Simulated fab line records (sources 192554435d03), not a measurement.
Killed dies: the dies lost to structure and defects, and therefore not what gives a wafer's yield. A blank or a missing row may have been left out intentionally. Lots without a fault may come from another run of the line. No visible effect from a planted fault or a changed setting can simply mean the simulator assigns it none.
Matching of chambers | flow n5 finfet | rie diel-01 running N5_DUMMY_GATE_ETCH_29: 4 sister chambers
The step etches underlayer in N2/H2, target depth 13 nm. 14 wafers are shown with their chamber, then 7 later ones without.

== WAFERS, EACH WITH ITS CHAMBER ==
wafer  | chamber | showerhead plenum p Torr (Torr) | rf fwd power W (W) | oes product au (a.u.)
L080.3 | 1       | 2.73                            | 833                | 0.92
L080.4 | 2       | 2.40                            | 829                | 0.67
L080.5 | 2       | 2.40                            | 827                | 0.68
L081.1 | 2       | 2.40                            | 831                | 0.68
L081.5 | 3       | 2.55                            | 836                | 0.80
L081.6 | 0       | 2.66                            | 830                | 0.73
L082.3 | 0       | 2.66                            | 829                | 0.72
L082.4 | 2       | 2.40                            | 829                | 0.67
L082.6 | 1       | 2.72                            | 832                | 0.91
L088.3 | 3       | 2.54                            | 835                | 0.78
L088.5 | 0       | 2.65                            | 831                | 0.72
L088.6 | 1       | 2.72                            | 832                | 0.89
L091.2 | 2       | 2.71                            | 832                | 0.96
L091.3 | 3       | 2.54                            | 834                | 0.78

SIGNATURES (averages over the wafers above)
reading                  | chamber 0 | chamber 1 | chamber 2 | chamber 3 | scatter within a chamber
showerhead plenum p Torr | 2.6567    | 2.7233    | 2.4620    | 2.5433    | 0.0878
rf fwd power W           | 830.00    | 832.33    | 829.60    | 835.00    | 1.41
oes product au           | 0.7233    | 0.9067    | 0.7320    | 0.7867    | 0.0812
Rule: distance of a wafer from a chamber = root of the sum over the readings of ((wafer's reading minus chamber's mean) / reading's scatter) squared. If the next closest chamber is less than 2 further off than the closest, the wafer can't be placed; otherwise it belongs to the closest. How the scatter is found: for the shown wafers, subtract from each reading the mean of its chamber, square and add these, divide the total by (wafers less chambers), then take the root.

== WAFERS WITH NO CHAMBER GIVEN ==
wafer  | showerhead plenum p Torr (Torr) | rf fwd power W (W) | oes product au (a.u.)
L091.5 | 2.54                            | 828                | 0.78
L094.1 | 2.71                            | 836                | 0.86
L094.4 | 2.65                            | 828                | 0.70
L094.6 | 2.71                            | 835                | 0.86
L097.3 | 2.54                            | 831                | 0.77
L097.4 | 2.64                            | 830                | 0.71
L097.6 | 2.71                            | 832                | 0.94

== EACH ONE'S CHAMBER ==
wafer  | from the rows above               | in truth
L091.5 | can't be placed: 2 or 0           | 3
L094.1 | can't be placed: 3 or 1           | 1
L094.4 | can't be placed: 0 or 2           | 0
L094.6 | can't be placed: 1 or 3 or 0      | 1
L097.3 | can't be placed: 2 or 0 or 1 or 3 | 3
L097.4 | can't be placed: 0 or 2           | 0
L097.6 | 1                                 | 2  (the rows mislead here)
Correct placement for 0 of the 7. These rows do not allow placing 6 (true chamber among the candidates in 5). Placed wrongly: 1.
